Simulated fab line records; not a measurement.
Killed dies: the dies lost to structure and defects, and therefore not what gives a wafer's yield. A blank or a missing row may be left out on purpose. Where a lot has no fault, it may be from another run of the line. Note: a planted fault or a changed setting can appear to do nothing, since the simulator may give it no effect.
Code-filled problem report in 8D (eight disciplines) form    flow n5 finfet    the parts of the form that need people (team, actions taken, sign-off) are left out

## 1. WHAT WENT WRONG
oes product au at N5_BEOL_M0_SAQP_ETCH_102 reads a mean of 1.218 a.u. on 3 wafers of 2 lots; wafers without a fault read 1.012 a.u. with a standard deviation of 0.021. Relative to the usual mean, that is a shift of +9.8 standard deviations.
The step: etches SiO2 in CF4, target depth 4 nm, time 4.4 s.
The first sign was on wafer L430.1 at day 9 04:36, on rie si-03. Wafers with a number at this step in the record: 29, from 10 lots. By rule, "out" or "out of limits" means more than 4 standard deviations away from the usual mean. The other wafers with a number count as sound.

## 2. WHAT IT IS, AND WHAT IT ISN'T
question                     is                      is not
which readings at this step  oes product au          drypump motor current A, throttle valve pct
which lots                   L430, L432              L417, L419, L423, L425, L427, L428, L438, L439
which wafers of those lots   L430.1, L430.6, L432.1  L430.5, L432.4, L432.5
read on which tools          rie si-03               rie si-01, rie si-06
when                         from day 9 04:36        up to then (18 sound wafers); but 8 sound wafers of L432, L438, L439 came after

## 3. THE SUSPECTS, EACH WITH WHAT RULES IT OUT
Counting: any tool at a process step up to the reading remains a suspect provided it ran every lot that is out. Sound lots after the first of them don't rule it out here, since some wafers of a struck lot are sound.
- rie si-03 at N5_BEOL_M0_SAQP_ETCH_102 (etches SiO2 in CF4, target depth 4 nm, time 4.4 s): kept. It ran every lot that is out, first L430 (day 9 04:36); its last sound lot up to then is L428 (day 8 21:27). Its own readings are out on those wafers: oes product au.
The count leaves rie si-03 at N5_BEOL_M0_SAQP_ETCH_102.

## 4. THE CAUSE (what the simulator had put in)
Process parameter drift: rie si-03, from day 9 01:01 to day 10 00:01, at N5_BEOL_M0_SAQP_ETCH_102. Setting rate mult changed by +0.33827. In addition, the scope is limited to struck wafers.
The count eliminated every tool but this one.

## 5. SEQUENCE OF EFFECTS, ordered by route
Rows list readings where the struck wafers' mean (over those with a number) sits beyond 3 standard deviations from the usual. Readings are gone through only where the record gives a usual standard deviation; hours: the median, over the lots, of the time from a lot's start at the first step in this table giving one to that lot's start at this step; sigmas: the change measured in usual standard deviations.
hours  step                      reading         usual       on struck wafers  change  sigmas
0      N5_BEOL_M0_SAQP_ETCH_102  oes product au  1.012 a.u.  1.218             +0.206  +9.8
Its process steps:
- N5_BEOL_M0_SAQP_ETCH_102: etches SiO2 in CF4, target depth 4 nm, time 4.4 s.
Later steps that measure or inspect, where all struck wafers having a row at the step show a number for every such reading and not one has moved that far: N5_BEOL_M4_RC_MEAS_101.

## 6. HOW IT WOULD HAVE BEEN CAUGHT EARLIER
First out-of-limits reading in this record: day 9 04:36, which is 4 hours after fault onset at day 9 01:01.
